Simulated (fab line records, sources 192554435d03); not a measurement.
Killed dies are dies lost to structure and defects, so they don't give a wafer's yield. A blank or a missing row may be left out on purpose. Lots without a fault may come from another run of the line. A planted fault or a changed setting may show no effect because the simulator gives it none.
Problem report in the 8D (eight disciplines) form, filled by code | flow n5_finfet | the parts of the form that need people (team, actions taken, sign-off) are left out

1. THE PROBLEM
time_to_endpoint_s at N5_BEOL_M5_CMP_52 reads a mean of 1.6 s on 9 wafers of 3 lots; wafers without a fault read 61.5 s with a standard deviation of 2.9. That is -21 standard deviations from the usual mean.
The step: polishes, stops on SiCOH lowk, t overpolish 6.9 s, target thk 62 nm.
First seen on wafer L745.3, day 10 21:13, on cmp-01. The record holds 30 wafers of 10 lots with a number at this step. Rule for "out", or "out of limits": more than 4 standard deviations from the usual mean. The other wafers with a number count as sound.

2. WHAT IT IS AND WHAT IT IS NOT
question                    | is                     | is not
which readings at this step | time_to_endpoint_s     | motor_current_A
which lots                  | L745, L746, L747       | L736, L739, L742, L753, L754, L755, L756
which wafers of those lots  | all that have a number | -
read on which tools         | cmp-01, cmp-03         | -
when                        | from day 10 21:13      | up to then (9 sound wafers); but 12 sound wafers of L753, L754, L755, L756 came after

3. SUSPECTS, AND WHAT RULES EACH OUT
Counting: a tool at a process step up to the reading stays a suspect if it ran every lot that is out and no sound lot after the first of them.
- ecd_cu-02 at N5_BEOL_M5_ECD_50 (material Cu, target thk 300 nm): ruled out as a lasting fault. Sound lots L755, L754, L756 ran on it after its first lot that is out, L745 (day 10 20:44).
Left after counting: nothing in the record.

4. THE CAUSE (what the simulator had put in)
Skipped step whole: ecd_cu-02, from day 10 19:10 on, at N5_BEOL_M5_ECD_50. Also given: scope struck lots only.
Counting ruled it out, wrongly: the rule takes a fault to strike every lot that its tool runs from its start on, and this one did not.

5. THE CHAIN OF EFFECTS, in route order
Each row: a reading whose mean over the struck wafers that have a number lies more than 3 standard deviations from the usual. Only readings for which the record gives a usual standard deviation are gone through. hours: the time from each lot's start at the first step in this table that gives one to its start at this step, as a median over the lots. sigmas: the change in usual standard deviations.
hours | step                    | reading              | usual  | on struck wafers | change | sigmas
0     | N5_BEOL_M5_CMP_52       | time_to_endpoint_s   | 61.5 s | 1.6              | -59.9  | -21
87    | N5_PASSIVATION_PROBE_49 | defect_limited_yield | 91.0 % | 0.0              | -91.0  | -61
87    | N5_PASSIVATION_PROBE_49 | killed_at_M4_up      | 14     | 1089             | +1075  | +99 or more
87    | N5_PASSIVATION_PROBE_49 | killed_dies          | 106    | 1180             | +1074  | +63
87    | N5_PASSIVATION_PROBE_49 | killed_on_rim        | 14     | 152              | +138   | +32
87    | N5_PASSIVATION_PROBE_49 | sort_bin_5_function  | 5.2 %  | 96.2             | +91.0  | +97
87    | N5_PASSIVATION_PROBE_49 | sort_n_pass          | 1074   | 0                | -1074  | -63
87    | N5_PASSIVATION_PROBE_49 | sort_yield_pct       | 91.0 % | 0.0              | -91.0  | -61
The process steps in it:
- N5_BEOL_M5_CMP_52: polishes, stops on SiCOH lowk, t overpolish 6.9 s, target thk 62 nm.
- N5_PASSIVATION_PROBE_49

6. WHAT WOULD HAVE CAUGHT IT SOONER
In this record the first reading out of limits was taken at day 10 21:13, 2 hours after the fault began at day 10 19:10.
